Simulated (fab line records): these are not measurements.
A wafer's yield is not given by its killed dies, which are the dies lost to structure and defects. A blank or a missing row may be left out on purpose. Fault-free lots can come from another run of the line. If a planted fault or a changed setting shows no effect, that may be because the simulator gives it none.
Which tool did it? :: flow nand-harc :: Sampling: 12 lots, 36 wafers, 4 of 1159 route steps

## WHAT EACH GAUGE READ, for each wafer
Not one reading of a measure or inspect step in the record can be checked against a usual standard deviation.

## EACH LOT AND THE TOOL THAT RAN IT (in order: tool; ch and the chambers of the sampled wafers; start)
lot: L104
NHARC_P_CONTACT_DESCUM_17: rie-diel-07 ch 1,2,3, day 5 18:50
NHARC_P_CONTACT_PVD_32: pvd-sputter-02, day 6 05:00 or earlier
NHARC_P_M0_SOFTBAKE_04: litho-track-01 ch 0, day 6 05:00
NHARC_P_M0_DESCUM_14: rie-diel-12 ch 1,2, day 6 05:41

lot: L105
NHARC_P_CONTACT_DESCUM_17: rie-diel-07 ch 0,1,2, day 5 21:01
NHARC_P_CONTACT_PVD_32: pvd-sputter-02, day 6 05:00 or earlier
NHARC_P_M0_SOFTBAKE_04: litho-track-01 ch 0, day 6 05:00
NHARC_P_M0_DESCUM_14: rie-diel-02 ch 0,2, day 6 06:11

lot: L108
NHARC_P_CONTACT_DESCUM_17: rie-diel-10 ch 1,3, day 6 11:25
NHARC_P_CONTACT_PVD_32: pvd-sputter-02, day 6 15:00 or earlier
NHARC_P_M0_SOFTBAKE_04: litho-track-04 ch 0, day 6 15:00
NHARC_P_M0_DESCUM_14: rie-diel-12 ch 0,2,3, day 6 16:23

lot: L110
NHARC_P_CONTACT_DESCUM_17: rie-diel-10 ch 1,2,3, day 7 08:32
NHARC_P_CONTACT_PVD_32: pvd-sputter-01, day 7 12:00 or earlier
NHARC_P_M0_SOFTBAKE_04: litho-track-01 ch 0, day 7 12:00
NHARC_P_M0_DESCUM_14: rie-diel-11 ch 0,1,3, day 7 12:52

lot: L111
NHARC_P_CONTACT_DESCUM_17: rie-diel-10 ch 1,3, day 7 11:57
NHARC_P_CONTACT_PVD_32: pvd-sputter-02, day 7 17:00 or earlier
NHARC_P_M0_SOFTBAKE_04: litho-track-06 ch 0, day 7 17:00
NHARC_P_M0_DESCUM_14: rie-diel-02 ch 0,3, day 7 18:34

lot: L112
NHARC_P_CONTACT_DESCUM_17: rie-diel-07 ch 0,2,3, day 7 12:49
NHARC_P_CONTACT_PVD_32: pvd-sputter-02, day 7 18:00 or earlier
NHARC_P_M0_SOFTBAKE_04: litho-track-01 ch 0, day 7 18:00
NHARC_P_M0_DESCUM_14: rie-diel-11 ch 0,2,3, day 7 18:43

lot: L118
NHARC_P_CONTACT_DESCUM_17: rie-diel-07 ch 0,1, day 8 18:58
NHARC_P_CONTACT_PVD_32: pvd-sputter-03, day 8 22:00 or earlier
NHARC_P_M0_SOFTBAKE_04: litho-track-04 ch 0, day 8 22:00
NHARC_P_M0_DESCUM_14: rie-diel-02 ch 0,1,3, day 8 23:11

lot: L117
NHARC_P_CONTACT_DESCUM_17: rie-diel-07 ch 0,2,3, day 9 00:45
NHARC_P_CONTACT_PVD_32: pvd-sputter-02, day 9 06:00 or earlier
NHARC_P_M0_SOFTBAKE_04: litho-track-01 ch 0, day 9 06:00
NHARC_P_M0_DESCUM_14: rie-diel-11 ch 0,2,3, day 9 07:22

lot: L120
NHARC_P_CONTACT_DESCUM_17: rie-diel-07 ch 0,2,3, day 9 09:47
NHARC_P_CONTACT_PVD_32: pvd-sputter-03, day 9 23:00 or earlier
NHARC_P_M0_SOFTBAKE_04: litho-track-06 ch 0, day 9 23:00
NHARC_P_M0_DESCUM_14: rie-diel-02 ch 0,2,3, day 9 23:41

lot: L121
NHARC_P_CONTACT_DESCUM_17: rie-diel-07 ch 2,3, day 9 21:20
NHARC_P_CONTACT_PVD_32: pvd-sputter-03, day 10 03:00 or earlier
NHARC_P_M0_SOFTBAKE_04: litho-track-01 ch 0, day 10 03:00
NHARC_P_M0_DESCUM_14: rie-diel-12 ch 0,2,3, day 10 03:56

lot: L125
NHARC_P_CONTACT_DESCUM_17: rie-diel-05 ch 1,2,3, day 10 15:16
NHARC_P_CONTACT_PVD_32: pvd-sputter-01, day 10 20:00 or earlier
NHARC_P_M0_SOFTBAKE_04: litho-track-06 ch 0, day 10 20:00
NHARC_P_M0_DESCUM_14: rie-diel-02 ch 1,2, day 10 20:56

lot: L126
NHARC_P_CONTACT_DESCUM_17: rie-diel-10 ch 0,1,2, day 11 00:44
NHARC_P_CONTACT_PVD_32: pvd-sputter-02, day 11 04:00 or earlier
NHARC_P_M0_SOFTBAKE_04: litho-track-04 ch 0, day 11 04:00
NHARC_P_M0_DESCUM_14: rie-diel-11 ch 0,2,3, day 11 04:48
- NHARC_P_CONTACT_DESCUM_17: chemistry O2, time 3 s.
- NHARC_P_CONTACT_PVD_32: deposits Ti, target thk 5 nm, time 17.7 s.
- NHARC_P_M0_SOFTBAKE_04: time 55 s.
- NHARC_P_M0_DESCUM_14: chemistry O2, time 3 s.

## AS READ BY THE TOOLS THEMSELVES (means over the sampled wafers that have a number; for cases with no such wafer, the mark the record gives instead)
NHARC_P_CONTACT_DESCUM_17.
lot: L104
tool: rie-diel-07
drypump-motor-current-A (A): 6.1
oes-product-au (a.u.): 1.013
rf-vpp-V (V): 58.3
showerhead-plenum-p-Torr (Torr): 1.84
throttle-valve-pct (%): 11.306

lot: L105
tool: rie-diel-07
drypump-motor-current-A (A): 5.9
oes-product-au (a.u.): 1.005
rf-vpp-V (V): 57.5
showerhead-plenum-p-Torr (Torr): 1.84
throttle-valve-pct (%): 11.321

lot: L108
tool: rie-diel-10
drypump-motor-current-A (A): 5.3
oes-product-au (a.u.): 0.991
rf-vpp-V (V): 58.3
showerhead-plenum-p-Torr (Torr): 1.86
throttle-valve-pct (%): 11.305

lot: L110
tool: rie-diel-10
drypump-motor-current-A (A): 5.8
oes-product-au (a.u.): 1.004
rf-vpp-V (V): 57.9
showerhead-plenum-p-Torr (Torr): 1.90
throttle-valve-pct (%): 11.313

lot: L111
tool: rie-diel-10
drypump-motor-current-A (A): 5.5
oes-product-au (a.u.): 0.988
rf-vpp-V (V): 57.5
showerhead-plenum-p-Torr (Torr): 1.88
throttle-valve-pct (%): 11.308

lot: L112
tool: rie-diel-07
drypump-motor-current-A (A): 6.1
oes-product-au (a.u.): 1.010
rf-vpp-V (V): 57.2
showerhead-plenum-p-Torr (Torr): 1.87
throttle-valve-pct (%): 11.312

lot: L118
tool: rie-diel-07
drypump-motor-current-A (A): 5.8
oes-product-au (a.u.): 1.008
rf-vpp-V (V): 57.8
showerhead-plenum-p-Torr (Torr): 1.81
throttle-valve-pct (%): 11.315

lot: L117
tool: rie-diel-07
drypump-motor-current-A (A): 6.0
oes-product-au (a.u.): 0.997
rf-vpp-V (V): 56.9
showerhead-plenum-p-Torr (Torr): 1.86
throttle-valve-pct (%): 11.317

lot: L120
tool: rie-diel-07
drypump-motor-current-A (A): 6.0
oes-product-au (a.u.): 0.998
rf-vpp-V (V): 56.6
showerhead-plenum-p-Torr (Torr): 1.86
throttle-valve-pct (%): 11.313

lot: L121
tool: rie-diel-07
drypump-motor-current-A (A): 6.2
oes-product-au (a.u.): 1.013
rf-vpp-V (V): 56.2
showerhead-plenum-p-Torr (Torr): 1.86
throttle-valve-pct (%): 11.318

lot: L125
tool: rie-diel-05
drypump-motor-current-A (A): 5.7
oes-product-au (a.u.): 0.997
rf-vpp-V (V): 56.9
showerhead-plenum-p-Torr (Torr): 1.91
throttle-valve-pct (%): 11.310

lot: L126
tool: rie-diel-10
drypump-motor-current-A (A): 5.8
oes-product-au (a.u.): 1.000
rf-vpp-V (V): 57.8
showerhead-plenum-p-Torr (Torr): 1.89
throttle-valve-pct (%): 11.320

NHARC_P_CONTACT_PVD_32.
lot: L104
tool: pvd-sputter-02
throttle-valve-pct (%): 31.1

lot: L105
tool: pvd-sputter-02
throttle-valve-pct (%): 29.9

lot: L108
tool: pvd-sputter-02
throttle-valve-pct (%): 31.1

lot: L110
tool: pvd-sputter-01
throttle-valve-pct (%): 29.6

lot: L111
tool: pvd-sputter-02
throttle-valve-pct (%): 30.3

lot: L112
tool: pvd-sputter-02
throttle-valve-pct (%): 31.0

lot: L118
tool: pvd-sputter-03
throttle-valve-pct (%): 30.0

lot: L117
tool: pvd-sputter-02
throttle-valve-pct (%): 31.0

lot: L120
tool: pvd-sputter-03
throttle-valve-pct (%): 29.7

lot: L121
tool: pvd-sputter-03
throttle-valve-pct (%): 29.4

lot: L125
tool: pvd-sputter-01
throttle-valve-pct (%): 29.5

lot: L126
tool: pvd-sputter-02
throttle-valve-pct (%): 29.8

NHARC_P_M0_SOFTBAKE_04.
lot: L104
tool: litho-track-01
heater-power-total-W (W): 188.57

lot: L105
tool: litho-track-01
heater-power-total-W (W): 188.40

lot: L108
tool: litho-track-04
heater-power-total-W (W): 188.66

lot: L110
tool: litho-track-01
heater-power-total-W (W): 188.44

lot: L111
tool: litho-track-06
heater-power-total-W (W): 188.38

lot: L112
tool: litho-track-01
heater-power-total-W (W): 188.51

lot: L118
tool: litho-track-04
heater-power-total-W (W): 188.53

lot: L117
tool: litho-track-01
heater-power-total-W (W): 181.93

lot: L120
tool: litho-track-06
heater-power-total-W (W): 188.53

lot: L121
tool: litho-track-01
heater-power-total-W (W): 181.75

lot: L125
tool: litho-track-06
heater-power-total-W (W): 188.38

lot: L126
tool: litho-track-04
heater-power-total-W (W): 188.43

NHARC_P_M0_DESCUM_14.
lot: L104
tool: rie-diel-12
drypump-motor-current-A (A): 6.0
oes-product-au (a.u.): 1.004
rf-vpp-V (V): 58.2
showerhead-plenum-p-Torr (Torr): 1.99
throttle-valve-pct (%): 11.315

lot: L105
tool: rie-diel-02
drypump-motor-current-A (A): 5.4
oes-product-au (a.u.): 0.995
rf-vpp-V (V): 58.7
showerhead-plenum-p-Torr (Torr): 1.97
throttle-valve-pct (%): 11.311

lot: L108
tool: rie-diel-12
drypump-motor-current-A (A): 6.2
oes-product-au (a.u.): 0.991
rf-vpp-V (V): 58.1
showerhead-plenum-p-Torr (Torr): 1.86
throttle-valve-pct (%): 11.304

lot: L110
tool: rie-diel-11
drypump-motor-current-A (A): 5.6
oes-product-au (a.u.): 0.999
rf-vpp-V (V): 56.9
showerhead-plenum-p-Torr (Torr): 1.87
throttle-valve-pct (%): 11.306

lot: L111
tool: rie-diel-02
drypump-motor-current-A (A): 5.6
oes-product-au (a.u.): 1.003
rf-vpp-V (V): 57.7
showerhead-plenum-p-Torr (Torr): 1.99
throttle-valve-pct (%): 11.314

lot: L112
tool: rie-diel-11
drypump-motor-current-A (A): 5.4
oes-product-au (a.u.): 1.001
rf-vpp-V (V): 56.9
showerhead-plenum-p-Torr (Torr): 1.87
throttle-valve-pct (%): 11.306

lot: L118
tool: rie-diel-02
drypump-motor-current-A (A): 5.9
oes-product-au (a.u.): 1.009
rf-vpp-V (V): 58.4
showerhead-plenum-p-Torr (Torr): 1.98
throttle-valve-pct (%): 11.307

lot: L117
tool: rie-diel-11
drypump-motor-current-A (A): 5.4
oes-product-au (a.u.): 1.011
rf-vpp-V (V): 57.5
showerhead-plenum-p-Torr (Torr): 1.87
throttle-valve-pct (%): 11.307

lot: L120
tool: rie-diel-02
drypump-motor-current-A (A): 5.6
oes-product-au (a.u.): 1.001
rf-vpp-V (V): 58.3
showerhead-plenum-p-Torr (Torr): 1.98
throttle-valve-pct (%): 11.302

lot: L121
tool: rie-diel-12
drypump-motor-current-A (A): 6.1
oes-product-au (a.u.): 1.001
rf-vpp-V (V): 57.4
showerhead-plenum-p-Torr (Torr): 1.85
throttle-valve-pct (%): 11.311

lot: L125
tool: rie-diel-02
drypump-motor-current-A (A): 5.6
oes-product-au (a.u.): 1.003
rf-vpp-V (V): 57.7
showerhead-plenum-p-Torr (Torr): 1.94
throttle-valve-pct (%): 11.317

lot: L126
tool: rie-diel-11
drypump-motor-current-A (A): 5.4
oes-product-au (a.u.): 1.002
rf-vpp-V (V): 56.9
showerhead-plenum-p-Torr (Torr): 1.87
throttle-valve-pct (%): 11.315

## THE ANSWER, worked out from the rows above alone
Rule: the lots themselves supply what counts as usual. The widest of any qualifying gaps counts: lots, ordered by their means at a reading, are off when they make up no more than a third of the lots, leave a main group of 4 or more, and stand apart from it by 3 or more times the standard deviation of that group's means. A main group whose means are all the same, to the digits that the tables above print for the reading, isn't used. A lot without any number at a reading at which 4 lots or more have one is off too. Any other lot the step has rows for is counted as sound. First the gauges in route order, then the tools' own readings, where a lot's mean is used as printed above. The first step at which some lot is off is used, and at that step the reading that is off furthest; a lot without a number counts as furthest.
Off at NHARC_P_M0_SOFTBAKE_04 (heater-power-total-W): L117, L121. The main group: mean 188.48 W, standard deviation 0.088.
A tool fits if, at that step or a process step before it, it ran every lot that is off, and no sound lot after the first of them. With no start given for some of its lots, NHARC_P_CONTACT_PVD_32 uses the hours and lot order of NHARC_P_M0_SOFTBAKE_04. One fits: NHARC_P_M0_SOFTBAKE_04 on litho-track-01. Its last sound lot is L112 (day 7 18:00), its first lot that is off L117 (day 9 06:00): a fault that began between those two fits.
On the lots that are off, the tool's own readings at NHARC_P_M0_SOFTBAKE_04 differ by more than 5 times the standard deviation of the sound lots' means, which bears it out; heater-power-total-W reads 181.84 W there versus 188.48 W on the sound lots.

## WHAT THE SIMULATOR HAD INSERTED
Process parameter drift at NHARC_P_M0_SOFTBAKE_04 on litho-track-01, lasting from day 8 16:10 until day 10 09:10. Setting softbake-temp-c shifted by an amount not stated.
Struck lots among those shown: L117, L121. The rule given above showed the same thing.
